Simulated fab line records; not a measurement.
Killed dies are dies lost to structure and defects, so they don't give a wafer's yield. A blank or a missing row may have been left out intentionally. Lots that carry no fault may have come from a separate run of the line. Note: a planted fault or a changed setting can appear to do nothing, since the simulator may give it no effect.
Comparing a struck lot with a sound one + flow nandHarc + 33 out of 1159 route steps
Sound: the wafers L815.2, L815.4, L815.5. Wafers L807.2, L807.4, L807.6 were the ones struck. The cause is named last.
Order at every step that has rows: each side's tool, ch and its chambers, its first start. Under that, the readings that differ: sound wafers + struck wafers + difference of the means + sigmas: that difference in standard deviations of wafers without a fault.
alike: a reading whose means differ by less than 2 such deviations, as well as words and numbers matching on both sides. not compared: withheld readings; readings where some wafer has no value; bounds like >300 that might hide an equal value; numbers whose values overlap and for which the record gives no deviation.
A row with sigmas, a row that says differs or no value, or rows on one side alone: a step with any of these is where the two part. Numbers that don't overlap but have no deviation are shown without sigmas and don't part them. Lack of a reading on every wafer of one side parts them only where that side has two or more wafers.

NHARC_P_GATE_CD_MEAS_59: target cd 720 nm.
  sound on cdSem-03 ch 0, day 10 05:22; struck on cdSem-01 ch 0, day 8 19:19
| reading   | sound             | struck            | difference | sigmas |
|-----------|-------------------|-------------------|------------|--------|
| cdNm (nm) | 721.5 723.1 722.5 | 717.2 715.8 717.6 | -5.5       | -3     |
then, 3 steps without rows for these wafers: NHARC_P_GATE_HARDBAKE_60 (time 80 s); NHARC_P_GATE_DESCUM_61 (chemistry O2, time 3 s); NHARC_P_GATE_IMPLANT_62.
NHARC_P_GATE_STRIP_112: strips in N2/H2, time 200 s.
  sound on plasmaAsher-02 ch 1, day 10 05:55; struck on plasmaAsher-01 ch 0, day 8 19:58
| reading                  | sound       | struck      | difference | sigmas |
|--------------------------|-------------|-------------|------------|--------|
| drypumpMotorCurrentA (A) | 6.2 6.2 6.1 | 5.3 5.3 5.3 | -0.9       | -3     |
  alike: heaterPowerW
  not compared: rfHoursCounterH
then, 7 steps without rows for these wafers: NHARC_P_GATE_STRIP_76 (strips in O2); NHARC_P_GATE_STRIP_63 (strips in SPM, time 900 s); NHARC_P_GATE_DEHYDRATE_83 (time 120 s); NHARC_P_GATE_HMDS_84 (time 30 s); NHARC_P_GATE_COAT_85; NHARC_P_GATE_SOFTBAKE_86 (time 95 s); NHARC_P_GATE_EBR_87.
NHARC_P_GATE_EXPOSE_88: exposes mask P HVN, target cd 2000 nm.
  struck on krfScanner-02, day 8 20:57; sound on krfScanner-04 ch 0, day 10 06:50
  no value came back on the struck wafers for exposureDoseMJCm2, focusOffsetNm (nm), reticleTempC (C); on the sound wafers exposureDoseMJCm2 reads 11.859 11.855 11.851
  alike: mask
then, 2 steps without rows for these wafers: NHARC_P_GATE_PEB_89 (peb time 85 s); NHARC_P_GATE_DEVELOP_90 (time 70 s).
NHARC_P_GATE_CD_MEAS_91: target cd 2000 nm.
  sound on cdSem-01 ch 0, day 10 06:59; struck on cdSem-03 ch 0, day 8 21:07
| reading   | sound                | struck | difference                    | sigmas |
|-----------|----------------------|--------|-------------------------------|--------|
| cdNm (nm) | 1999.3 1999.3 1999.8 | - - -  | no value on the struck wafers |        |
then, 1 step without rows for these wafers: NHARC_P_GATE_HARDBAKE_92 (time 80 s).
NHARC_P_GATE_DESCUM_93: chemistry O2, time 3 s.
  sound on rieDiel-05 ch 1,2, day 10 07:09; struck on rieDiel-06 ch 0,1, day 8 21:16
| reading                | sound          | struck          | difference | sigmas |
|------------------------|----------------|-----------------|------------|--------|
| model.P_GATE.cdNm (nm) | 1999 1999 1999 | 718.6 716.7 719 | -1280.9    |        |
  alike: drypumpMotorCurrentA, mfcArSccm, oesProductAu, rfVppV, showerheadPlenumPTorr, throttleValvePct
  not compared: rfHoursCounterH
next, for these wafers, 1 step has no rows: NHARC_P_GATE_IMPLANT_94.
NHARC_P_GATE_STRIP_113: strips in N2/H2, time 740 s.
  sound on plasmaAsher-02 ch 1, day 10 07:32; struck on plasmaAsher-01 ch 0,1, day 8 22:00
| reading                  | sound       | struck      | difference | sigmas |
|--------------------------|-------------|-------------|------------|--------|
| drypumpMotorCurrentA (A) | 6.2 6.1 6.2 | 5.3 5.3 5.6 | -0.8       | -3     |
  alike: heaterPowerW
  not compared: rfHoursCounterH
NHARC_P_GATE_STRIP_95: strips in O2.
  sound on plasmaAsher-02 ch 1, day 10 08:14; struck on plasmaAsher-01 ch 0,1, day 8 22:36
| reading                  | sound       | struck      | difference | sigmas |
|--------------------------|-------------|-------------|------------|--------|
| drypumpMotorCurrentA (A) | 6.2 6.2 6.2 | 5.3 5.3 5.6 | -0.8       | -3     |
  alike: heaterPowerW
  not compared: rfHoursCounterH
then, 1 step without rows for these wafers: NHARC_P_GATE_STRIP_96 (strips in SPM, time 900 s).
NHARC_P_GATE_RTA_64: time 1 s.
  sound on rtpAnneal-02 ch 0, day 10 08:58; struck on rtpAnneal-01 ch 0, day 8 23:17
| reading          | sound                | struck               | difference | sigmas |
|------------------|----------------------|----------------------|------------|--------|
| wafer_temp_C_max | 1054.1 1054.1 1053.8 | 1056.7 1055.4 1058.6 | +2.9       | +2     |
  alike: lampPowerPct
then, 1 step without rows for these wafers: NHARC_P_GATE_ETCH_77 (etches SiO2 in dHF, target depth 6 nm).
NHARC_P_GATE_DEGAS_109: time 60 s.
  sound on pvdSputter-02 at day 10 09:15; struck on pvdSputter-01 at day 8 23:34
  alike: heaterPowerW
then, 6 steps without rows for these wafers: NHARC_P_GATE_PRE_CLEAN_110 (time 30 s); NHARC_P_GATE_SPUTTER_78 (material Ni, target thk 10 nm); NHARC_P_GATE_SPUTTER_79 (material TiN, target thk 10 nm); NHARC_P_GATE_RTA_80 (time 30 s); NHARC_P_GATE_STRIP_67 (strips in SPM, time 600 s); NHARC_P_GATE_RTA_82 (time 30 s).
NHARC_P_GATE_INSPECT_68:
  sound on defectInspect-02 at day 10 10:15; struck on defectInspect-02 at day 9 00:43
| reading        | sound       | struck         | difference | sigmas |
|----------------|-------------|----------------|------------|--------|
| rawDefectCount | 102 113 108 | 1224 1290 1211 | +1134      | +19    |
-- the record jumps here: 19 days lie between the struck wafers' starts before and after (it left off in module P_GATE and takes up again in module END, whose first step shown is number 1159 of the route) --
NHARC_END_SORT_01:
  here the record holds rows for the struck wafers (prober-02 ch 0, day 28 07:02) but none for the sound ones

WHERE THEY PART
Earliest at NHARC_P_GATE_CD_MEAS_59; latest, in this record, at NHARC_END_SORT_01.

WHY: whatever the simulator had introduced
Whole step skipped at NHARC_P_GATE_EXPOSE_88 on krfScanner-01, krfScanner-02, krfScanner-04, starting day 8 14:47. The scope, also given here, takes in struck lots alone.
